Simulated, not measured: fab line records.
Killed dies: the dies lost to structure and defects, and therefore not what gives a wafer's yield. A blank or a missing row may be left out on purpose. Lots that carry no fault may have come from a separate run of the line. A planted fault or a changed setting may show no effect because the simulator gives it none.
fab line records -- flow nandHarc -- part 2 of 2: steps 23 to 37 of 37
record lots=5, wafers=15, lastDay=34
route steps=1302 shown A_M1@1181 A_BONDPAD@1202
lots untouched by any fault: they come from a run of this same line in which no faults occurred
startH: hours from the record's first day to the start of the lot's first wafer shown -- waitH: time in hours since the lot's previous step -- " the same as in the row above -- L1.1+2: a single row standing in for several wafers -- - either no value or no given start -- * or withheld: withheld -- < > ~ a bound
route shown NAME@n: NAME is a module with steps in the file, n the number in the route of the first one -- usual: mean and standard deviation over wafers with no fault -- same: alike in all rows -- chamber/n: place in a boat -- sites: readings site by site -- _std_site: the values' standard deviation -- _edge_site: outer sites' mean less inner sites' -- radiusMm: how far each site lies from the wafer's centre -- mask NAME#n: copy n -- behind: the last tool/chamber to shape the wafer -- hold: the reason the lot was held/the length of the hold in hours/how it ended -- device: the transistor (n, p or np) that didn't switch -- end of line: at the end of the route, the tests of the same wafers -- a step with no rows: only its recipe -- killed: not the wafer's yield, but the dies lost to structure and defects at the first sort -- map: a wafer's dies, x killed, . not, _ none there
set.NAME: the run value of the setting; set.NAME@STEP: its run value at that earlier step -- model.NAME: the simulator's own value behind a step, which no gauge read
a table for each step, a row for each wafer; lots at some steps of the route
services: the hour from which a tool's chamber was out of use, counted from the record's first day as startH (under 0 if before that day), plus the number of hours and why
## steps
# step NHARC_A_BONDPAD_THK_MEAS_30
# recipe thkMeasGauge=ellipsometry
# usual thkNm=199.9/1.3
lot.wafer,tool,chamber,startH,waitH,thkNm
L074.1,filmMetro-02,-,542.62,0.2,198.6
L074.2,filmMetro-02,-,542.62,0.2,198.9
L074.5,filmMetro-02,-,542.62,0.2,198.6
L085.3,filmMetro-02,-,657.99,0.2,199.2
L085.4,filmMetro-02,-,657.99,0.2,199.2
L085.6,filmMetro-02,-,657.99,0.2,200.9
L088.1,filmMetro-01,-,672.90,0.2,200.0
L088.3,filmMetro-01,-,672.90,0.2,198.9
L088.6,filmMetro-01,-,672.90,0.2,197.1
L090.1,filmMetro-02,-,709.48,0.2,203.1
L090.5,filmMetro-02,-,709.48,0.2,201.0
L090.6,filmMetro-02,-,709.48,0.2,201.4
L096.1,filmMetro-02,-,770.17,0.2,199.0
L096.3,filmMetro-02,-,770.17,0.2,200.2
L096.4,filmMetro-02,-,770.17,0.2,201.0
# step NHARC_A_BONDPAD_SRD_31
lot.wafer,tool,chamber,startH,waitH
L074.5+1+2,wetBench-08,"2,5,7",542.66,0.0
L085.3+6+4,wetBench-08,"4,7,0",658.03,0.0
L088.3+6+1,wetBench-08,"1,3,5",672.94,0.0
L090.1+5+6,wetBench-08,"6,0,2",709.52,0.0
L096.1+4+3,wetBench-10,"4,5,7",770.21,0.0
# step NHARC_A_BONDPAD_DEHYDRATE_01
# recipe tempC=150, timeS=120
# same timeS=120
lot.wafer,tool,chamber,startH,waitH
L074.1+2+5,lithoTrack-05,0,542.74,0.1
L085.3+4+6,lithoTrack-05,0,658.11,0.1
L088.1+3+6,lithoTrack-05,0,673.02,0.1
L090.1+5+6,lithoTrack-07,0,709.60,0.1
L096.1+3+4,lithoTrack-05,0,770.29,0.1
# step NHARC_A_BONDPAD_HMDS_02
# recipe timeS=30
# same timeS=30
lot.wafer,tool,chamber,startH,waitH
L074.1+2+5,lithoTrack-05,0,-,-
L085.3+4+6,lithoTrack-05,0,-,-
L088.1+3+6,lithoTrack-05,0,-,-
L090.1+5+6,lithoTrack-07,0,-,-
L096.1+3+4,lithoTrack-05,0,-,-
# step NHARC_A_BONDPAD_COAT_33
# recipe tempC=200, timeS=65
# same timeS=65
lot.wafer,tool,chamber,startH,waitH
L074.1+2+5,lithoTrack-05,0,-,-
L085.3+4+6,lithoTrack-05,0,-,-
L088.1+3+6,lithoTrack-05,0,-,-
L090.1+5+6,lithoTrack-07,0,-,-
L096.1+3+4,lithoTrack-05,0,-,-
# step NHARC_A_BONDPAD_COAT_03
# recipe spinRpm=2000, resistThkNm=600
lot.wafer,tool,chamber,startH,waitH
L074.1+2+5,lithoTrack-05,0,-,-
L085.3+4+6,lithoTrack-05,0,-,-
L088.1+3+6,lithoTrack-05,0,-,-
L090.1+5+6,lithoTrack-07,0,-,-
L096.1+3+4,lithoTrack-05,0,-,-
# step NHARC_A_BONDPAD_SOFTBAKE_04
# recipe tempC=125, timeS=70
# same timeS=70
lot.wafer,tool,chamber,startH,waitH
L074.1+2+5,lithoTrack-05,0,-,-
L085.3+4+6,lithoTrack-05,0,-,-
L088.1+3+6,lithoTrack-05,0,-,-
L090.1+5+6,lithoTrack-07,0,-,-
L096.1+3+4,lithoTrack-05,0,-,-
# step NHARC_A_BONDPAD_EBR_05
lot.wafer,tool,chamber,startH,waitH
L074.1+2+5,lithoTrack-05,0,-,-
L085.3+4+6,lithoTrack-05,0,-,-
L088.1+3+6,lithoTrack-05,0,-,-
L090.1+5+6,lithoTrack-07,0,-,-
L096.1+3+4,lithoTrack-05,0,-,-
# step NHARC_A_BONDPAD_EXPOSE_06
# recipe na=0.55, doseMj=36.99, maskId=A_BPAD
lot.wafer,tool,chamber,startH,waitH,mask
L074.1+2+5,krfScanner-02,0,543.03,-,A_BPAD#0
L085.3+4+6,krfScanner-04,0,658.41,-,A_BPAD#0
L088.1+3+6,krfScanner-04,0,673.31,-,A_BPAD#0
L090.1+5+6,krfScanner-02,0,709.89,-,A_BPAD#0
L096.1+3+4,krfScanner-03,0,770.45,-,A_BPAD#0
# step NHARC_A_BONDPAD_PEB_07
# recipe pebTempC=128, pebTimeS=80
lot.wafer,tool,chamber,startH,waitH
L074.1+2+5,lithoTrack-07,0,543.10,0.1
L085.3+4+6,lithoTrack-05,0,658.47,0.1
L088.1+3+6,lithoTrack-03,0,673.37,0.1
L090.1+5+6,lithoTrack-03,0,709.96,0.1
L096.1+3+4,lithoTrack-05,0,770.52,0.1
# step NHARC_A_BONDPAD_DEVELOP_08
# recipe timeS=50, devTempC=22
# same timeS=50
lot.wafer,tool,chamber,startH,waitH
L074.1+2+5,lithoTrack-07,0,-,-
L085.3+4+6,lithoTrack-05,0,-,-
L088.1+3+6,lithoTrack-03,0,-,-
L090.1+5+6,lithoTrack-03,0,-,-
L096.1+3+4,lithoTrack-05,0,-,-
# step NHARC_A_BONDPAD_CD_MEAS_09
# recipe targetCdNm=500, landingEnergyEv=500
# usual cdNm=500.4/1.4
lot.wafer,tool,chamber,startH,waitH,cdNm
L074.1,cdSem-01,0,543.18,-,499.0
L074.2,cdSem-01,0,543.18,-,499.1
L074.5,cdSem-01,0,543.18,-,499.3
L085.3,cdSem-02,0,658.55,-,501.3
L085.4,cdSem-02,0,658.55,-,501.3
L085.6,cdSem-02,0,658.55,-,500.0
L088.1,cdSem-02,0,673.46,-,499.4
L088.3,cdSem-02,0,673.46,-,500.7
L088.6,cdSem-02,0,673.46,-,500.9
L090.1,cdSem-02,0,710.04,-,501.6
L090.5,cdSem-02,0,710.04,-,501.9
L090.6,cdSem-02,0,710.04,-,501.4
L096.1,cdSem-01,0,770.61,-,500.3
L096.3,cdSem-01,0,770.61,-,501.2
L096.4,cdSem-01,0,770.61,-,497.7
# step NHARC_A_BONDPAD_OVL_MEAS_35
# usual overlayXNm=0/6, overlayYNm=-1/5
lot.wafer,tool,chamber,startH,waitH,overlayXNm,overlayYNm
L074.1,overlay-01,-,543.27,-,-5,-6
L074.2,overlay-01,-,543.27,-,-5,-6
L074.5,overlay-01,-,543.27,-,-5,-6
L085.3,overlay-01,-,658.64,-,6,7
L085.4,overlay-01,-,658.64,-,6,6
L085.6,overlay-01,-,658.64,-,6,6
L088.1,overlay-01,-,673.55,-,8,-2
L088.3,overlay-01,-,673.55,-,8,-3
L088.6,overlay-01,-,673.55,-,8,-3
L090.1,overlay-02,-,710.13,-,4,-1
L090.5,overlay-02,-,710.13,-,3,-1
L090.6,overlay-02,-,710.13,-,4,-1
L096.1,overlay-02,-,770.69,-,-3,-5
L096.3,overlay-02,-,770.69,-,-3,-5
L096.4,overlay-02,-,770.69,-,-3,-5
# step NHARC_A_BONDPAD_HARDBAKE_10
# recipe tempC=118, timeS=65
# same timeS=65
lot.wafer,tool,chamber,startH,waitH
L074.1+2+5,lithoTrack-03,0,543.32,0.0
L085.3+4+6,lithoTrack-07,0,658.69,0.1
L088.1+3+6,lithoTrack-05,0,673.59,0.0
L090.1+5+6,lithoTrack-07,0,710.18,0.0
L096.1+3+4,lithoTrack-05,0,770.74,0.0
# step NHARC_A_BONDPAD_DESCUM_11
# recipe timeS=3, o2FlowSccm=200, arFlowSccm=0, biasPowerW=0, chemistry=O2
# usual drypumpMotorCurrentA=6.1/0.49, oesProductAu=1.001/0.0075, rfVppV=57.6/0.94, showerheadPlenumPTorr=1.87/0.072, throttleValvePct=11.309/0.0093
# same timeS=3
lot.wafer,tool,chamber,startH,waitH,drypumpMotorCurrentA,oesProductAu,rfHoursCounterH,rfVppV,showerheadPlenumPTorr,throttleValvePct
L074.1,rieDiel-06,2,543.40,-,6.5,1.006,2,57.4,1.79,11.306
L074.2,rieDiel-06,3,543.40,-,6.6,1.011,2,57.4,1.95,11.311
L074.5,rieDiel-06,2,543.40,-,6.5,0.998,-,58.1,1.79,11.318
L085.4,rieDiel-06,2,658.76,-,6.5,0.999,5,56.3,1.79,11.323
L085.3,rieDiel-06,3,658.76,-,6.6,1.009,5,59.0,1.95,11.322
L085.6,rieDiel-06,3,658.76,-,6.6,1.000,-,57.3,1.95,11.301
L088.1,rieDiel-06,3,673.68,-,6.6,1.006,0,57.9,1.95,11.317
L088.3,rieDiel-06,1,673.68,-,6.6,0.992,0,55.4,1.86,11.297
L088.6,rieDiel-06,1,673.68,-,6.6,0.996,-,58.6,1.86,11.294
L090.1,rieDiel-07,1,710.27,-,6.1,1.010,18,57.8,2.01,11.303
L090.5,rieDiel-07,0,710.27,-,6.1,0.998,-,58.8,1.92,11.307
L090.6,rieDiel-07,1,710.27,-,6.1,1.013,-,56.7,2.01,11.305
L096.3,rieDiel-09,2,770.82,-,5.8,1.005,14,57.2,1.79,11.315
L096.4,rieDiel-09,3,770.82,-,5.9,1.004,15,57.6,2.01,11.300
L096.1,rieDiel-09,0,770.82,-,5.6,1.001,15,59.2,1.81,11.324
## services
tool,chamber,startH,hours,kind
pvdSputter-03,-,536.44,10.0,pm
rieDiel-03,2,539.89,20.4,repair
pecvd-03,-,547.37,13.0,pm
pvdSputter-02,-,550.37,0.5,repair
cmp-03,-,554.05,4.0,pm
pvdSputter-02,-,578.12,2.2,repair
pecvd-03,2,580.02,20.4,repair
rieDiel-10,-,596.50,9.0,pm
rieDiel-03,1,600.10,3.8,repair
lithoTrack-07,-,601.00,7.0,pm
lithoTrack-03,-,625.00,7.0,pm
pecvd-03,-,629.53,1.3,repair
rieDiel-03,-,635.30,9.0,pm
wetBench-08,-,646.40,8.0,pm
lithoTrack-05,-,649.00,7.0,pm
cmp-03,-,652.05,4.0,pm
wetBench-10,-,663.20,8.0,pm
pvdSputter-02,-,665.24,10.0,pm
rieDiel-10,3,714.01,11.1,repair
pvdSputter-03,-,714.44,10.0,pm
rieDiel-10,0,719.73,1.7,repair
pecvd-03,-,728.37,13.0,pm
pvdSputter-03,-,730.38,3.8,repair
rieDiel-10,2,744.49,2.6,repair
